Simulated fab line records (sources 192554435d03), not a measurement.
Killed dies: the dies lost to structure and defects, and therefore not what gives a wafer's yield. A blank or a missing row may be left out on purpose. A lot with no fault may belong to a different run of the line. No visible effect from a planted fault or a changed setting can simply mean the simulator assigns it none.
A lot that was struck, set against a sound lot    flow n5 finfet    26 steps out of a route of 1938
Sound: the wafers L639.1, L639.2, L639.4. Wafers L630.1, L630.2, L630.3 were the ones struck. Last of all comes the cause.
Order at every step that has rows: each side's tool, ch and its chambers, its first start. Under that, the readings that differ: sound wafers    struck wafers    difference of the means    sigmas: that difference in standard deviations of wafers without a fault.
alike: a reading whose means differ by less than 2 such deviations, as well as words and numbers matching on both sides. not compared: withheld readings; readings where some wafer has no value; bounds like >300 that might hide an equal value; numbers whose values overlap and for which the record gives no deviation.
Wherever a step has rows on one side only, a row that says differs or no value, or a row with sigmas, the two part there. Numbers that have no deviation but don't overlap get no sigmas and don't part them. Lack of a reading on every wafer of one side parts them only where that side has two or more wafers.

first, 11 steps without rows for these wafers: N5_STI_FIN_REVEAL_DENSIFY_02 (time 1800 s); N5_STI_FIN_REVEAL_CMP_04 (polishes, stops on Si3N4, t overpolish 4 s, target thk 131.83 nm); N5_STI_FIN_REVEAL_DENSIFY_30; N5_STI_FIN_REVEAL_ETCHBACK_08 (etches SiO2 in C4F6/O2, target depth 30.5 nm, time 10.167 s); N5_STI_FIN_REVEAL_STRIP_24 (strips in N2/H2, time 90 s); N5_STI_FIN_REVEAL_PRECLEAN_25 (cleans in SPM, time 90 s); N5_STI_FIN_REVEAL_PRECLEAN_26 (cleans in SC1, time 45 s); N5_STI_FIN_REVEAL_PRECLEAN_29 (cleans in DHF, time 30 s); N5_STI_FIN_REVEAL_SRD_12 (time 30 s); N5_STI_FIN_REVEAL_RECESS_09 (chemistry HF/NH3, target SiO2, afs cycles 11, target depth 42.5 nm, sublimation time 60 s); N5_STI_FIN_REVEAL_STRIP_16 (strips SiNx in H3PO4, target depth 23.8 nm).
N5_STI_FIN_REVEAL_PRECLEAN_17: cleans in NF3:NH3, afs cycles 1, time 20 s, sublimation time 60 s.
  sound on remote plasma-02 ch 0, day 8 01:51; struck on remote plasma-02 ch 0, day 5 18:14
  alike: sublimation temp c
then, 10 steps without rows for these wafers: N5_STI_FIN_REVEAL_ETCH_34 (etches Si in H2, material Si, target depth 0.97 nm); N5_STI_FIN_REVEAL_OXIDATION_31 (chemistry O2 PLASMA REMOTE, time 20 s); N5_STI_FIN_REVEAL_PRECLEAN_32 (cleans in NF3:NH3, afs cycles 1, time 20 s, sublimation time 60 s); N5_STI_FIN_REVEAL_STRIP_35 (strips Si3N4 in H3PO4, target depth 4 nm, time 39 s); N5_STI_FIN_REVEAL_SRD_21 (time 30 s); N5_STI_FIN_REVEAL_OXIDATION_33 (chemistry O2 PLASMA REMOTE, time 20 s); N5_STI_FIN_REVEAL_CLEAN_19 (cleans in O3/DIW, time 120 s); N5_STI_FIN_REVEAL_SRD_23 (time 30 s); N5_STI_FIN_REVEAL_PRECLEAN_18 (cleans in SC2, time 45 s); N5_STI_FIN_REVEAL_SRD_28 (time 30 s).
N5_STI_FIN_REVEAL_INSPECT_13: inspects for defects (darkfield).
  struck on defect inspect-02, day 5 19:08; sound on defect inspect-02, day 8 02:45
reading           sound    struck       difference  sigmas
raw defect count  16 3 14  295 284 312  +286        +49
then, 1 step without rows for these wafers: N5_DUMMY_GATE_PRECLEAN_00 (cleans in O3/DIW, time 60 s).
-- here the record skips 7 days between the struck wafers' starts before and after, leaving off in module DUMMY_GATE and picking up in module BEOL_M4 (first step shown: number 1111 of the route) --
N5_BEOL_M4_RC_MEAS_101:
  sound on prober-01 ch 0, day 15 12:32; struck on prober-02 ch 0, day 12 20:25
  alike: DIBL_N, DIBL_P, IOFF_N, IOFF_P, ION_N, ION_P, SS_N, SS_P, VT_N, VT_P
-- a jump in the record: the struck wafers' starts before and after are 5 days apart (it breaks off in module BEOL_M4 and resumes in module PASSIVATION, where the first step shown is number 1936 of the route) --
N5_PASSIVATION_PROBE_49:
  the record has rows for the struck wafers here (prober-02, day 17 14:37) and none for the sound ones

## WHERE THEY PART
Last at N5_PASSIVATION_PROBE_49 as far as this record goes, first at N5_STI_FIN_REVEAL_INSPECT_13.

WHY: what had been put in by the simulator
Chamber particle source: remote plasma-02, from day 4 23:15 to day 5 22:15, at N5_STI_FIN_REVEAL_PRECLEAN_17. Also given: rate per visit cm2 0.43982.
